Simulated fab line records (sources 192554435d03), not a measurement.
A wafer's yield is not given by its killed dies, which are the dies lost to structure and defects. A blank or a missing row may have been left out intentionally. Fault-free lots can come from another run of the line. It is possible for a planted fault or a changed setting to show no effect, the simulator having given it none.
fab line records	flow n5_finfet
record lots=7	wafers=39
route steps=1938 shown PMOS_HMC_CHANNEL_EPI@64 FIN_CUT@174 SD_EPI_N@279 GATE_CUT@490 BEOL_M0_SAQP@654 BEOL_M3@934 BEOL_M6@1260 BEOL_M8@1344 BEOL_M10@1512 BEOL_M11@1578 PAD_METAL@1896 PASSIVATION@1936
start_h: hours from the record's first day to the start of the lot's first wafer shown	wait_h: hours from the lot's prior step to this one	" repeats the value in the row above	L1.1+2: one row covering several wafers at once	- value missing, or start not given	* or withheld: withheld	< > ~ a bound
route shown NAME@n: a module of which the file shows steps, and the number in the route of the first	usual: mean/standard deviation taken from wafers without a fault	same: alike in all rows	chamber/n: place in a boat	sites: readings site by site	_std_site: how widely they spread, as a standard deviation	_edge_site: the outer-site mean with the inner-site mean subtracted	radius_mm: for every site, how far away it sits from the centre of the wafer	mask NAME#n: copy n	behind: the last tool/chamber to shape the wafer	hold: cause of the lot's hold/its duration in hours/its outcome	device: the transistor (n, p or np) that didn't switch	end of line: tests of these same wafers at the route's end	step lacking rows: just its recipe	killed: dies that structure and defects cost at the first sort, which is not the same as the wafer's yield	map: a wafer's dies, marking killed ones x, the rest . and places with no die _
set.NAME: the setting that was run; set.NAME@STEP: the one run at that earlier step	model.NAME: the simulator's own value behind a step, which no gauge read
lots run with intentionally changed settings; tables by step, rows by wafer
## steps
# step N5_PMOS_HMC_CHANNEL_EPI_DEVELOP_08
# recipe develop_time_s=30	developer=TMAH	resist=CAR-ArF-block	dev_temp_c=23	rinse_liquid=diw	dry=air_spin
# step N5_FIN_CUT_CUT_ETCH_27
# recipe chemistry=CHF3/O2	target=SiO2	target_depth_a=40	mask_material=SOC	overetch_a=20	time_s=4.9	pressure_mtorr=30	source_w=650	bias_w=170	Ar_flow_sccm=200	CHF3_flow_sccm=50	O2_flow_sccm=5	ion_energy_ev=200
# step N5_SD_EPI_N_ETCH_16
# recipe chemistry=CHF3/O2	target=SiO2	target_depth_a=50	mask_material=SOC	pressure_mtorr=30	source_w=650	bias_w=170	Ar_flow_sccm=200	CHF3_flow_sccm=50	O2_flow_sccm=5	ion_energy_ev=200
# step N5_GATE_CUT_DESCUM_18
# recipe chemistry=O2	time_s=7	source_power_w=50	bias_power_w=20	pressure_mtorr=20	rf_frequency_hz=2.712e+07	temp_c=40	resist=CAR-EUV	o2_flow_sccm=225
# step N5_BEOL_M0_SAQP_ETCH_84
# recipe chemistry=N2/H2	target=SOC	target_depth_a=1000	overetch_a=200	mask_material=SiARC	temp_c=40	time_s=150	ion_energy_ev=200	pressure_mtorr=30	source_w=840	bias_w=150	n2_flow_sccm=200	h2_flow_sccm=200
# step N5_BEOL_M3_HM_DEP_02
# recipe material=TiN	target_thk_a=200	temp_c=25	chamber_pressure_pa=0.49996
# step N5_BEOL_M3_SPUTTER_90
# recipe material=Cu	target_thk_a=45	temp_c=-20	chamber_pressure_pa=0.07	power_w=withheld	time_s=8.29
# step N5_BEOL_M6_DEP_56
# recipe material=SiCN	target_thk_a=100	temp_c=withheld	precursor=3MS/NH3	pressure_torr=3	rf_w=202	time_s=17.5
# step N5_BEOL_M8_DEVELOP_10
# recipe develop_time_s=30	developer=TMAH	resist=CAR-ArF	rinse_liquid=diw	dry=air_spin	dev_temp_c=23
# step N5_BEOL_M10_TRENCH_ETCH_37
# recipe chemistry=C4F6/O2	target_depth_a=1488.3	target=SiCOH_lowk	time_s=48	ion_energy_ev=250	pressure_mtorr=30	source_w=345	bias_w=185	Ar_flow_sccm=300	C4F6_flow_sccm=10	O2_flow_sccm=10
# step N5_BEOL_M11_TRENCH_ETCH_37
# step N5_PASSIVATION_AL_DEP_21
# recipe material=Al	target_thk_a=28000	temp_c=400	time_s=170	power_w=30000	chamber_pressure_pa=0.4	gas=Ar
# step N5_PASSIVATION_PROBE_49
# usual killed_at_M4_up=15/5.6
lot.wafer	tool	chamber	start_h	wait_h	set.develop_time_s@PMOS_HMC_CHANNEL_EPI_DEVELOP_08	set.target_depth_a@FIN_CUT_CUT_ETCH_27	set.target_depth_a@SD_EPI_N_ETCH_16	set.time_s@GATE_CUT_DESCUM_18	set.time_s@BEOL_M0_SAQP_ETCH_84	set.target_thk_a@BEOL_M3_HM_DEP_02	set.time_s@BEOL_M3_SPUTTER_90	set.target_thk_a@BEOL_M6_DEP_56	set.develop_time_s@BEOL_M8_DEVELOP_10	set.target_depth_a@BEOL_M10_TRENCH_ETCH_37	set.time_s@BEOL_M11_TRENCH_ETCH_37	set.time_s@PASSIVATION_AL_DEP_21	killed_at_M4_up
L081.1	prober-01	-	315.24	0.0	13.1	57.36	50	7	150	200	8.29	100	30	1488.3	22.17	71.26	1118
L081.2	prober-01	-	315.29	0.1	30	57.36	37.05	7	150	200	8.29	100	17.79	1488.3	48	71.26	25
L081.3	prober-01	-	315.34	0.1	13.1	40	37.05	7	150	200	8.29	142.8	30	1488.3	48	170	14
L081.4	prober-01	-	315.39	0.2	30	40	50	7	150	200	8.29	100	30	1488.3	22.17	170	1116
L081.5	prober-01	-	315.44	0.2	13.1	40	50	7	150	200	8.29	142.8	17.79	1488.3	48	170	25
L081.6	prober-01	-	315.49	0.3	30	57.36	37.05	7	150	200	8.29	142.8	17.79	1488.3	22.17	71.26	1111
L083.1	prober-01	-	331.80	0.0	30	40	50	7	223.2	200	8.29	76.93	30	1488.3	32.6	170	30
L083.2	prober-01	-	331.85	0.1	30	40	50	7	150	200	8.29	76.93	42.03	1163	48	170	24
L083.3	prober-01	-	331.90	0.1	30	40	50	7	223.2	105.4	8.29	76.93	42.03	1163	32.6	170	17
L083.4	prober-01	-	331.95	0.2	30	40	50	7	150	105.4	8.29	100	42.03	1488.3	48	170	16
L083.5	prober-01	-	332.00	0.2	30	40	50	7	150	105.4	8.29	100	30	1163	48	170	19
L083.6	prober-01	-	332.05	0.3	30	40	50	7	223.2	200	8.29	100	30	1488.3	32.6	170	27
L084.1	prober-01	-	347.44	0.0	40.64	40	50	7	150	273.7	8.29	100	30	2213	24.75	245	1069
L084.2	prober-01	-	347.49	0.1	40.64	49.79	20.27	7	150	200	8.29	100	23.83	1488.3	24.75	245	77
L084.3	prober-01	-	347.54	0.1	30	49.79	50	10.6	150	273.7	8.29	100	23.83	1488.3	48	245	17
L084.4	prober-01	-	347.59	0.2	40.64	40	20.27	10.6	150	273.7	3.375	100	23.83	2213	48	170	16
L084.5	prober-01	-	347.64	0.2	30	49.79	50	10.6	150	200	3.375	100	30	2213	24.75	170	239
L084.6	prober-01	-	347.69	0.3	30	40	20.27	7	150	200	3.375	100	30	1488.3	48	170	20
L086.1	prober-01	-	352.48	0.0	30	40	50	7	150	200	8.29	100	30	1488.3	48	170	7
L086.2	prober-01	-	352.53	0.1	30	40	50	7	150	200	8.29	100	30	1488.3	48	170	22
L086.3	prober-01	-	352.58	0.1	30	40	50	7	150	200	8.29	100	30	1488.3	48	170	6
L087.1	prober-02	-	359.80	0.0	30	40	35.23	7	84.32	317.2	8.29	100	30	2271	48	170	14
L087.2	prober-02	-	359.85	0.1	30	40	50	7	84.32	200	8.29	100	24.64	2271	48	170	28
L087.3	prober-02	-	359.90	0.1	34.58	40	50	7	150	317.2	8.29	100	24.64	1488.3	48	170	14
L087.4	prober-02	-	359.95	0.2	34.58	56.9	50	7	150	200	8.29	149.4	24.64	1488.3	48	170	15
L087.5	prober-02	-	360.00	0.2	34.58	56.9	35.23	7	84.32	200	8.29	149.4	30	1488.3	48	170	21
L087.6	prober-02	-	360.05	0.3	30	56.9	35.23	7	150	317.2	8.29	149.4	30	2271	48	170	19
L091.1	prober-02	-	393.83	0.0	30	40	38.23	7	150	200	8.29	100	30	1488.3	48	237.5	13
L091.2	prober-02	-	393.88	0.1	30	40	50	5.188	150	243.1	8.29	100	30	1488.3	48	237.5	8
L091.3	prober-02	-	393.93	0.1	30	40	50	7	150	200	8.29	49.86	30	2067	27.62	237.5	13
L091.4	prober-02	-	393.98	0.2	30	40	50	5.188	150	243.1	8.29	49.86	30	2067	48	170	11
L091.5	prober-02	-	394.03	0.2	30	40	38.23	5.188	150	200	8.29	100	30	2067	27.62	170	79
L091.6	prober-02	-	394.08	0.3	30	40	38.23	7	150	243.1	8.29	49.86	30	1488.3	27.62	170	55
L096.1	prober-01	-	413.58	0.0	24.85	46.64	50	7	173.1	249	8.29	49.92	30	1488.3	48	246.9	12
L096.2	prober-01	-	413.63	0.1	30	40	50	3.89	150	200	8.29	100	30	1915	48	170	7
L096.3	prober-01	-	413.68	0.1	30	46.64	50	7	150	249	8.29	49.92	30	1915	22.89	246.9	1106
L096.4	prober-01	-	413.73	0.2	24.85	46.64	50	3.89	173.1	200	4.908	49.92	30	1488.3	48	170	8
L096.5	prober-01	-	413.78	0.2	24.85	40	50	7	150	200	4.908	100	30	1488.3	22.89	246.9	1097
L096.6	prober-01	-	413.83	0.3	30	40	50	3.89	173.1	249	4.908	100	30	1915	22.89	170	1089
# killed by level:class
L081.1 BEOL_M11:area_etch=1095 BEOL_M4:geometric_particle:open=9 MOL_CONTACT_COAG:geometric_particle:open=8 ILD0:geometric_particle:short=6 BEOL_M0_SAQP:geometric_particle:open=6 BEOL_M5:geometric_particle:open=5 ILD0:geometric_particle:open=4 BEOL_M3:geometric_particle:open=4
L081.2 BEOL_M4:geometric_particle:open=12 MOL_CONTACT_COAG:geometric_particle:open=9 MOL_CONTACT_COAG:geometric_particle:short=5 BEOL_M1:geometric_particle:open=5 HKMG_FIN:area_etch=5 FIN_SAQP:geometric_particle:open=4 FIN_SAQP:geometric_particle:short=4 BEOL_M2:geometric_particle:open=4
L081.3 MOL_CONTACT_COAG:geometric_particle:open=12 BEOL_M2:geometric_particle:open=10 BEOL_M0_SAQP:geometric_particle:short=9 BEOL_M0_SAQP:geometric_particle:open=6 BEOL_M4:geometric_particle:open=6 MOL_CONTACT_COAG:geometric_particle:short=5 FIN_SAQP:geometric_particle:short=3 PASS1_CAP:geometric_particle:short=3
L081.4 BEOL_M11:area_etch=1102 MOL_CONTACT_COAG:geometric_particle:open=10 BEOL_M1:geometric_particle:open=8 BEOL_M0_SAQP:geometric_particle:short=7 STI_FIN_REVEAL:geometric_particle:open=6 BEOL_M4:geometric_particle:open=5 MOL_CONTACT_COAG:geometric_particle:short=4 BEOL_M2:geometric_particle:open=4
L081.5 BEOL_M4:geometric_particle:open=10 BEOL_M1:geometric_particle:open=7 DUMMY_GATE:geometric_particle:open=6 HKMG_FIN:area_etch=6 MOL_CONTACT_COAG:geometric_particle:open=4 BEOL_M0_SAQP:geometric_particle:open=4 BEOL_M2:geometric_particle:open=4 STARTING-WAFER:geometric_particle:short=4
L081.6 BEOL_M11:area_etch=1097 BEOL_M2:geometric_particle:open=11 DUMMY_GATE:geometric_particle:open=8 BEOL_M0_SAQP:geometric_particle:short=5 BEOL_M0_SAQP:geometric_particle:open=5 BEOL_M1:geometric_particle:open=5 BEOL_M4:geometric_particle:open=5 DUMMY_GATE:geometric_particle:short=4
L083.1 BEOL_M4:geometric_particle:open=12 FIN_SAQP:geometric_particle:open=9 STI_FIN_REVEAL:geometric_particle:open=9 FIN_SAQP:geometric_particle:short=6 MOL_CONTACT_COAG:geometric_particle:open=6 BEOL_M2:geometric_particle:open=5 BEOL_M11:area_ecd=5 MOL_CONTACT_COAG:geometric_particle:short=4
L083.2 MOL_CONTACT_COAG:geometric_particle:open=18 BEOL_M4:geometric_particle:open=11 FIN_SAQP:geometric_particle:short=6 FIN_SAQP:geometric_particle:open=6 BEOL_M0_SAQP:geometric_particle:short=5 STI_FIN_REVEAL:geometric_particle:open=4 STI_FIN_REVEAL:geometric_particle:short=4 MOL_CONTACT_COAG:geometric_particle:short=3
L083.3 FIN_SAQP:geometric_particle:open=16 STI_FIN_REVEAL:geometric_particle:open=12 MOL_CONTACT_COAG:geometric_particle:open=9 BEOL_M0_SAQP:geometric_particle:open=8 FIN_SAQP:geometric_particle:short=7 BEOL_M4:geometric_particle:open=7 BEOL_M0_SAQP:geometric_particle:short=6 BEOL_M2:geometric_particle:open=5
L083.4 STI_FIN_REVEAL:geometric_particle:open=20 MOL_CONTACT_COAG:geometric_particle:open=13 BEOL_M0_SAQP:geometric_particle:open=8 FIN_SAQP:geometric_particle:open=7 FIN_SAQP:geometric_particle:short=6 GATE_CUT:geometric_particle:short=6 GATE_CUT:geometric_particle:open=5 HKMG_FIN:area_etch=5
L083.5 MOL_CONTACT_COAG:geometric_particle:open=15 STI_FIN_REVEAL:geometric_particle:open=11 BEOL_M4:geometric_particle:open=11 STARTING-WAFER:geometric_particle:open=10 BEOL_M0_SAQP:geometric_particle:short=9 BEOL_M2:geometric_particle:open=7 BEOL_M0_SAQP:geometric_particle:open=6 MOL_CONTACT_COAG:geometric_particle:short=5
L083.6 STI_FIN_REVEAL:geometric_particle:open=10 BEOL_M4:geometric_particle:open=9 FIN_SAQP:geometric_particle:open=8 FIN_SAQP:geometric_particle:short=7 BEOL_M0_SAQP:geometric_particle:open=7 GATE_CUT:geometric_particle:open=6 MOL_CONTACT_COAG:geometric_particle:open=5 BEOL_M7:geometric_particle:open=5
L084.1 BEOL_M11:area_etch=1050 BEOL_M3:area_open=42 BEOL_M1:geometric_particle:open=9 MOL_CONTACT_COAG:geometric_particle:open=8 BEOL_M0_SAQP:geometric_particle:open=6 STARTING-WAFER:geometric_particle:short=6 DUMMY_GATE:geometric_particle:open=5 BEOL_M4:geometric_particle:open=5
L084.2 PASSIVATION:area_etch=1001 BEOL_M11:area_ecd=47 MOL_CONTACT_COAG:geometric_particle:open=17 FIN_SAQP:geometric_particle:short=13 BEOL_M4:geometric_particle:open=10 BEOL_M3:geometric_particle:open=9 BEOL_M0_SAQP:geometric_particle:short=8 BEOL_M1:geometric_particle:open=7
L084.3 PASSIVATION:area_etch=1040 BEOL_M3:area_open=18 MOL_CONTACT_COAG:geometric_particle:open=16 BEOL_M0_SAQP:geometric_particle:short=13 BEOL_M3:geometric_particle:open=11 BEOL_M1:geometric_particle:short=8 BEOL_M1:geometric_particle:open=8 FIN_SAQP:geometric_particle:short=7
L084.4 BEOL_M3:area_open=99 FIN_SAQP:geometric_particle:short=9 MOL_CONTACT_COAG:geometric_particle:open=9 BEOL_M1:geometric_particle:open=9 FIN_SAQP:geometric_particle:open=8 BEOL_M2:geometric_particle:open=8 BEOL_M3:geometric_particle:open=8 BEOL_M0_SAQP:geometric_particle:open=7
L084.5 BEOL_M11:area_ecd=223 BEOL_M3:geometric_particle:open=14 MOL_CONTACT_COAG:geometric_particle:open=13 BEOL_M0_SAQP:geometric_particle:open=7 FIN_SAQP:geometric_particle:short=6 BEOL_M2:geometric_particle:open=5 BEOL_M0_SAQP:geometric_particle:short=4 BEOL_M1:geometric_particle:open=4
L084.6 BEOL_M0_SAQP:geometric_particle:short=11 BEOL_M0:geometric_particle:open=9 BEOL_M3:geometric_particle:open=8 MOL_CONTACT_COAG:geometric_particle:open=7 STARTING-WAFER:geometric_particle:short=6 FIN_SAQP:geometric_particle:open=5 DUMMY_GATE:geometric_particle:open=5 BEOL_M1:geometric_particle:open=5
L086.1 FIN_SAQP:geometric_particle:open=16 STI_FIN_REVEAL:geometric_particle:open=11 FIN_SAQP:geometric_particle:short=8 MOL_CONTACT_COAG:geometric_particle:open=8 DUMMY_GATE:geometric_particle:open=8 BEOL_M0_SAQP:geometric_particle:short=6 BEOL_M0_SAQP:geometric_particle:open=4 BEOL_M2:geometric_particle:open=4
L086.2 MOL_CONTACT_COAG:geometric_particle:open=11 BEOL_M0_SAQP:geometric_particle:open=9 BEOL_M4:geometric_particle:open=9 FIN_SAQP:geometric_particle:short=7 BEOL_M0_SAQP:geometric_particle:short=7 BEOL_M3:geometric_particle:open=7 GATE_CUT:geometric_particle:short=6 FIN_SAQP:geometric_particle:open=5
L086.3 FIN_SAQP:geometric_particle:short=11 BEOL_M0_SAQP:geometric_particle:short=10 BEOL_M0_SAQP:geometric_particle:open=9 STI_FIN_REVEAL:geometric_particle:open=8 MOL_CONTACT_COAG:geometric_particle:open=6 HKMG_FIN:area_etch=5 BEOL_M0:geometric_particle:open=4 DUMMY_GATE:geometric_particle:open=3
L087.1 BEOL_M0_SAQP:area_etch=1078 BEOL_M0_SAQP:geometric_particle:open=12 MOL_CONTACT_COAG:geometric_particle:open=11 BEOL_M3:geometric_particle:open=8 STI_FIN_REVEAL:geometric_particle:open=7 GATE_CUT:geometric_particle:short=7 BEOL_M0_SAQP:geometric_particle:short=7 FIN_SAQP:geometric_particle:short=5
L087.2 BEOL_M0_SAQP:area_etch=1075 FIN_SAQP:geometric_particle:open=13 MOL_CONTACT_COAG:geometric_particle:open=9 BEOL_M3:geometric_particle:open=6 BEOL_M4:geometric_particle:open=6 BEOL_M0_SAQP:geometric_particle:open=5 BEOL_M0_SAQP:geometric_particle:short=5 BEOL_M5:geometric_particle:open=5
L087.3 BEOL_M3:area_open=1092 FIN_SAQP:geometric_particle:open=11 BEOL_M3:geometric_particle:open=9 BEOL_M2:geometric_particle:open=7 BEOL_M4:geometric_particle:open=7 MOL_CONTACT_COAG:geometric_particle:open=6 BEOL_M2:geometric_particle:short=6 STI_FIN_REVEAL:geometric_particle:open=4
L087.4 MOL_CONTACT_COAG:geometric_particle:open=9 FIN_SAQP:geometric_particle:open=8 BEOL_M3:geometric_particle:open=8 BEOL_M4:geometric_particle:open=7 BEOL_M2:geometric_particle:open=6 FIN_SAQP:geometric_particle:short=5 BEOL_M0_SAQP:geometric_particle:open=5 GATE_CUT:geometric_particle:short=4
L087.5 BEOL_M0_SAQP:area_etch=1094 FIN_SAQP:geometric_particle:open=18 MOL_CONTACT_COAG:geometric_particle:open=10 GATE_CUT:geometric_particle:short=8 FIN_SAQP:geometric_particle:short=7 GATE_CUT:geometric_particle:open=5 BEOL_M4:geometric_particle:open=4 BEOL_M2:geometric_particle:open=3
L087.6 BEOL_M3:area_open=1080 FIN_SAQP:geometric_particle:open=13 STI_FIN_REVEAL:geometric_particle:open=11 BEOL_M3:geometric_particle:open=8 BEOL_M4:geometric_particle:open=7 GATE_CUT:geometric_particle:open=5 GATE_CUT:geometric_particle:short=5 MOL_CONTACT_COAG:geometric_particle:open=4
L091.1 PASSIVATION:area_etch=1096 BEOL_M2:geometric_particle:open=13 MOL_CONTACT_COAG:geometric_particle:open=8 STI_FIN_REVEAL:geometric_particle:open=6 BEOL_M1:geometric_particle:open=6 MOL_CONTACT_COAG:geometric_particle:short=5 ILD0:geometric_particle:open=4 BEOL_M5:geometric_particle:open=4
L091.2 PASSIVATION:area_etch=1107 FIN_SAQP:geometric_particle:short=6 BEOL_M2:geometric_particle:open=5 STI_FIN_REVEAL:geometric_particle:open=4 DUMMY_GATE:geometric_particle:open=4 ILD0:geometric_particle:short=4 GATE_CUT:geometric_particle:short=4 BEOL_M0_SAQP:geometric_particle:short=4
L091.3 PASSIVATION:area_etch=1100 MOL_CONTACT_COAG:geometric_particle:open=15 FIN_SAQP:geometric_particle:open=7 BEOL_M2:geometric_particle:open=6 STI_FIN_REVEAL:geometric_particle:open=5 BEOL_M0_SAQP:geometric_particle:open=5 MOL_CONTACT_COAG:geometric_particle:short=4 BEOL_M0_SAQP:geometric_particle:short=4
L091.4 BEOL_M2:geometric_particle:open=11 MOL_CONTACT_COAG:geometric_particle:open=8 DUMMY_GATE:geometric_particle:open=6 BEOL_M5:geometric_particle:open=5 FIN_SAQP:geometric_particle:open=4 BEOL_M0_SAQP:geometric_particle:open=4 STI_FIN_REVEAL:geometric_particle:open=3 FIN_SAQP:geometric_particle:short=2
L091.5 BEOL_M11:area_ecd=68 MOL_CONTACT_COAG:geometric_particle:open=10 BEOL_M2:geometric_particle:open=9 BEOL_M1:geometric_particle:open=7 MOL_CONTACT_COAG:geometric_particle:short=7 BEOL_M3:geometric_particle:open=5 BEOL_M0:geometric_particle:open=4 BEOL_M1:geometric_particle:short=4
L091.6 BEOL_M11:area_ecd=41 MOL_CONTACT_COAG:geometric_particle:open=15 BEOL_M2:geometric_particle:open=9 FIN_SAQP:geometric_particle:short=7 STI_FIN_REVEAL:geometric_particle:open=5 BEOL_M0_SAQP:geometric_particle:short=5 BEOL_M2:geometric_particle:short=5 HKMG_FIN:area_etch=5
L096.1 PASSIVATION:area_etch=1080 BEOL_M0_SAQP:geometric_particle:open=15 MOL_CONTACT_COAG:geometric_particle:open=13 BEOL_M0_SAQP:geometric_particle:short=12 BEOL_M4:geometric_particle:open=10 FIN_SAQP:geometric_particle:open=7 FIN_SAQP:geometric_particle:short=5 DUMMY_GATE:geometric_particle:open=5
L096.2 BEOL_M0_SAQP:geometric_particle:short=13 FIN_SAQP:geometric_particle:open=4 DUMMY_GATE:geometric_particle:open=4 DUMMY_GATE:geometric_particle:short=3 MOL_CONTACT_COAG:geometric_particle:short=3 MOL_CONTACT_COAG:geometric_particle:open=3 BEOL_M0_SAQP:geometric_particle:open=3 FIN_SAQP:geometric_particle:short=2
L096.3 BEOL_M11:area_etch=1093 BEOL_M0_SAQP:geometric_particle:short=12 MOL_CONTACT_COAG:geometric_particle:open=10 BEOL_M0_SAQP:geometric_particle:open=9 MOL_CONTACT_COAG:geometric_particle:short=6 GATE_CUT:geometric_particle:short=5 BEOL_M3:geometric_particle:open=4 BEOL_M4:geometric_particle:open=4
L096.4 MOL_CONTACT_COAG:geometric_particle:open=16 BEOL_M0_SAQP:geometric_particle:open=14 BEOL_M0_SAQP:geometric_particle:short=11 DUMMY_GATE:geometric_particle:open=9 STI_FIN_REVEAL:geometric_particle:open=8 FIN_SAQP:geometric_particle:open=6 BEOL_M4:geometric_particle:short=3 DUMMY_GATE:geometric_particle:short=3
L096.5 BEOL_M11:area_etch=1088 STI_FIN_REVEAL:geometric_particle:open=18 MOL_CONTACT_COAG:geometric_particle:open=18 BEOL_M0_SAQP:geometric_particle:open=7 BEOL_M0_SAQP:geometric_particle:short=5 FIN_SAQP:geometric_particle:open=4 BEOL_M1:geometric_particle:open=4 FIN_SAQP:geometric_particle:short=3
L096.6 BEOL_M11:area_etch=1081 BEOL_M0_SAQP:geometric_particle:open=15 BEOL_M0_SAQP:geometric_particle:short=13 FIN_SAQP:geometric_particle:open=9 FIN_SAQP:geometric_particle:short=8 MOL_CONTACT_COAG:geometric_particle:open=8 DUMMY_GATE:geometric_particle:open=7 STI_FIN_REVEAL:geometric_particle:open=5
## key
split step=N5_PMOS_HMC_CHANNEL_EPI_DEVELOP_08	setting=develop_time_s	stated_as=30
response none clear
split step=N5_FIN_CUT_CUT_ETCH_27	setting=target_depth_a	stated_as=40
response none clear
split step=N5_SD_EPI_N_ETCH_16	setting=target_depth_a	stated_as=50
response none clear
split step=N5_GATE_CUT_DESCUM_18	setting=time_s	stated_as=7
response none clear
split step=N5_BEOL_M0_SAQP_ETCH_84	setting=time_s	stated_as=150
response none clear
split step=N5_BEOL_M3_HM_DEP_02	setting=target_thk_a	stated_as=200
response none clear
split step=N5_BEOL_M3_SPUTTER_90	setting=time_s	stated_as=8.29
response none clear
split step=N5_BEOL_M6_DEP_56	setting=target_thk_a	stated_as=100
response none clear
split step=N5_BEOL_M8_DEVELOP_10	setting=develop_time_s	stated_as=30
response none clear
split step=N5_BEOL_M10_TRENCH_ETCH_37	setting=target_depth_a	stated_as=1488.3
response none clear
split step=N5_BEOL_M11_TRENCH_ETCH_37	setting=time_s	stated_as=48
response step=N5_PASSIVATION_PROBE_49	reading=killed_at_M4_up	slope=-12.6	per=1%	together_with=all	explained=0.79
split step=N5_PASSIVATION_AL_DEP_21	setting=time_s	stated_as=170
response none clear
